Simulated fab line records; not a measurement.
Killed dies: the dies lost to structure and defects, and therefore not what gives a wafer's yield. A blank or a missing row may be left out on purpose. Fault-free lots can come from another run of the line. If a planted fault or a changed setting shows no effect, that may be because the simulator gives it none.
Struck lot and sound lot, side by side + flow nand-harc + 13 out of 1302 route steps
Sound: these wafers, L443.1, L443.4, L443.6. Struck: wafer L451.5 (left out: L451.2, L451.6 of the same lot, which were not struck); the cause appears at the end.
Per side, at each step with rows, come the tool, then ch with its chambers, and then its first start. Under that, the readings that differ: sound wafers + struck wafers + difference of the means + sigmas: that difference in standard deviations of wafers without a fault.
alike: readings with means less than 2 such deviations apart, plus words and numbers identical on both sides. not compared: withheld readings, readings lacking a value on some wafer, bounds such as >300 that could conceal the same value, and numbers that have no deviation in the record and whose values overlap.
Wherever a step has rows on one side only, a row that says differs or no value, or a row with sigmas, the two part there. Non-overlapping numbers with no deviation appear without sigmas and do not part them. Lack of a reading on every wafer of one side parts them only where that side has two or more wafers.

NHARC_A_SLIT_ETCH_29: etches the open film in CF4/O2, target depth 100 nm, overetch 10 nm, time 55 s.
  sound on rie-diel-10 ch 0,2,3, day 24 12:46; struck on rie-diel-10 ch 1, day 27 16:58
| reading                         | sound             | struck | difference | sigmas |
|---------------------------------|-------------------|--------|------------|--------|
| oes-product-au (a.u.)           | 1.003 0.997 0.991 | 1.020  | +0.023     | +2     |
| showerhead-plenum-p-Torr (Torr) | 1.41 1.36 1.39    | 1.27   | -0.12      | -2     |
  alike: drypump-motor-current-A, rf-fwd-power-W, rf-vpp-V, throttle-valve-pct
  not compared: rf-hours-counter-h
NHARC_A_SLIT_STRIP_18: strips in O2.
  sound on rie-diel-10 ch 0,2; struck on rie-diel-10 ch 1
  alike: drypump-motor-current-A, oes-product-au, rf-vpp-V, showerhead-plenum-p-Torr, throttle-valve-pct
  not compared: rf-hours-counter-h
then, 2 steps without rows for these wafers: NHARC_A_SLIT_PRECLEAN_19 (cleans in SC1); NHARC_A_SLIT_SRD_20.
NHARC_A_SLIT_CD_MEAS_21:
  sound on cd-sem-02, day 24 13:18; struck on cd-sem-01, day 27 17:34
  alike: cd-nm
then, 3 steps without rows for these wafers: NHARC_A_SIN_REMOVE_WET_00 (chemistry H3PO4, time 15300 s); NHARC_A_SIN_REMOVE_PRECLEAN_01 (cleans in SC1); NHARC_A_SIN_REMOVE_SRD_02.
NHARC_A_SIN_REMOVE_INSPECT_04:
  sound on defect-inspect-02, day 24 19:55; struck on defect-inspect-02, day 28 00:13
  alike: raw-defect-count
NHARC_A_WL_FILL_ALD_00: deposits Al2O3, target thk 3 nm, pulse time 3 s, ald cycles 30.
  sound on ald-hk-02 ch 0,2, day 24 20:00; struck on ald-hk-02 ch 2, day 28 00:19
  alike: heater-power-w, precursor-pulse-height-rel
  not compared: ald-cycles
NHARC_A_WL_FILL_RTA_01: time 5 s.
  sound on rtp-anneal-01 ch 0, day 24 20:14; struck on rtp-anneal-01 ch 0, day 28 00:34
  alike: lamp-power-pct, wafer_temp_C_max
NHARC_A_WL_FILL_ALD_02: deposits TiN, target thk 2 nm, pulse time 3 s, ald cycles 100.
  sound on ald-metal-01 ch 0,1,3, day 24 20:32; struck on ald-metal-01 ch 0, day 28 00:52
| reading                    | sound             | struck | difference | sigmas |
|----------------------------|-------------------|--------|------------|--------|
| ald-cycles                 | 100 100 100       | 122    | +22        |        |
| precursor-pulse-height-rel | 0.971 0.990 0.981 | 1.024  | +0.043     | +2     |
  alike: heater-power-w
-- break in the record here, with 4 days between the starts of the struck wafers on either side (left off in module A_WL_FILL, picked up again in module END, where the first step shown is number 1302 on the route) --
NHARC_END_SORT_01:
  only the struck wafers appear in the record here, on prober-02 ch 0 at day 31 23:55; the sound ones have no rows

## WHERE THEY PART
At NHARC_A_SLIT_ETCH_29 first; at NHARC_END_SORT_01 last (within this record only).

WHY: what had been put in by the simulator
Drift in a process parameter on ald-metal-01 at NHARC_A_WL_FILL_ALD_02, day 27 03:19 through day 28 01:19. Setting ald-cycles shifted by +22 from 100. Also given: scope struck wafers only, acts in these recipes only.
